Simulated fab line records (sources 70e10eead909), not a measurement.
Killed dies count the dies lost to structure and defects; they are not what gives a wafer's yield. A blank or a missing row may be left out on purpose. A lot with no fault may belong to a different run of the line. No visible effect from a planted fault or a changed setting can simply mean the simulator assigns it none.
A struck lot beside a sound one | flow nand harc | 14 steps out of a route of 1302
Sound: the wafers L611.2, L611.4, L611.5. The struck wafers were L595.2, L595.3, L595.5. Last of all comes the cause.
For every step that has rows: the tool of each side, followed by ch and its chambers, followed by its first start. Under that, the readings that differ: sound wafers | struck wafers | difference of the means | sigmas: that difference in standard deviations of wafers without a fault.
alike: readings whose means differ by less than 2 such deviations, and words and numbers that are the same on both sides. not compared: withheld readings, readings that some wafer has no value for, bounds like >300 that may hide the same value, and numbers for which the record gives no deviation and whose values overlap.
A row with sigmas, a row that says differs or no value, or rows on one side alone: a step with any of these is where the two part. When numbers do not overlap yet have no deviation, they are printed without sigmas and do not part them. A reading that every wafer of one side lacks parts them only if that side has two wafers or more.

NHARC_A_CONTACT_ETCH_138: etches the open film in C4F8/O2/Ar, time 311 s, target depth 1914 nm.
  sound on har cap etch-01 ch 0,1, day 30 22:43; struck on har cap etch-01 ch 0,1, day 24 21:35
  not compared: rf hours counter h
NHARC_A_CONTACT_ETCH_139: etches the open film in C4F8/O2/Ar, time 195 s, target depth 840 nm.
  sound on har cap etch-01 ch 0,1, day 30 23:05; struck on har cap etch-01 ch 0,1, day 24 21:51
  not compared: rf hours counter h
NHARC_A_CONTACT_ETCH_92: etches the open film in CH3F/O2, target depth 40 nm, time 85.7 s.
  sound on rie diel-07 ch 0,1,3, day 30 23:40; struck on rie diel-07 ch 2,3, day 24 22:22
  alike: drypump motor current A, mfc ar sccm, oes product au, rf vpp V, showerhead plenum p Torr, throttle valve pct
  not compared: rf hours counter h
then, 1 step without rows for these wafers: NHARC_A_CONTACT_ETCH_98 (etches the open film in C4F6/O2, target depth 20 nm, time 10 s).
NHARC_A_CONTACT_CD_MEAS_15:
  sound: cd sem-01 at day 30 23:53; struck: cd sem-02 at day 24 22:36
  alike: cd nm
then, 4 steps without rows for these wafers: NHARC_A_CONTACT_STRIP_107 (strips in N2/H2); NHARC_A_CONTACT_STRIP_108 (strips in CF4/CHF3); NHARC_A_CONTACT_STRIP_109 (strips in O2/COS); NHARC_A_CONTACT_ETCH_110 (etches the open film in CF4/O2, target depth 60 nm, overetch 6 nm, time 33 s).
NHARC_A_CONTACT_STRIP_26: strips in O2.
  sound on rie diel-07 ch 0,1,3; struck on rie diel-05 ch 0,2
  reading            | sound     | struck            | difference | sigmas
  mfc ar sccm (sccm) | 0 0 0.004 | 0.032 0.024 0.024 | +0.025     | +3
  alike: drypump motor current A, oes product au, rf vpp V, showerhead plenum p Torr, throttle valve pct
  not compared: rf hours counter h
then, 1 step without rows for these wafers: NHARC_A_CONTACT_STRIP_27 (strips in post etch residue remover, time 600 s).
NHARC_A_CONTACT_ALD_18: deposits TiN, target thk 3 nm, pulse time 1 s, ald cycles 150.
  sound on ald metal-03 ch 0,2,3, day 31 00:50; struck on ald metal-03 ch 1,3, day 24 23:32
  alike: heater power w, precursor pulse height rel
NHARC_A_CONTACT_CVD_19: deposits W, target thk 300 nm, time 802 s.
  sound on cvd w-01 ch 0,1, day 31 01:11; struck on cvd w-01 ch 1, day 24 23:52
  no value came back on the struck wafers for any of 6 readings (chamber pressure Torr (Torr), heater power outer w (W) and others); on the sound wafers chamber pressure Torr (Torr) reads 40.25 40.27 39.98
NHARC_A_CONTACT_CMP_20: polishes, t overpolish 30 s, target thk 300 nm.
  sound on cmp-01 ch 1,2, day 31 01:59; struck on cmp-03 ch 0,1,3, day 25 00:40
  reading                | sound          | struck      | difference | sigmas
  time to endpoint s (s) | 60.3 56.5 58.1 | 2.6 2.4 0.4 | -56.5      | -21
  alike: motor current A, overpolish run s

WHERE THEY PART
Last at NHARC_A_CONTACT_CMP_20 as far as this record goes, first at NHARC_A_CONTACT_STRIP_26.

WHY: what the simulator had put in
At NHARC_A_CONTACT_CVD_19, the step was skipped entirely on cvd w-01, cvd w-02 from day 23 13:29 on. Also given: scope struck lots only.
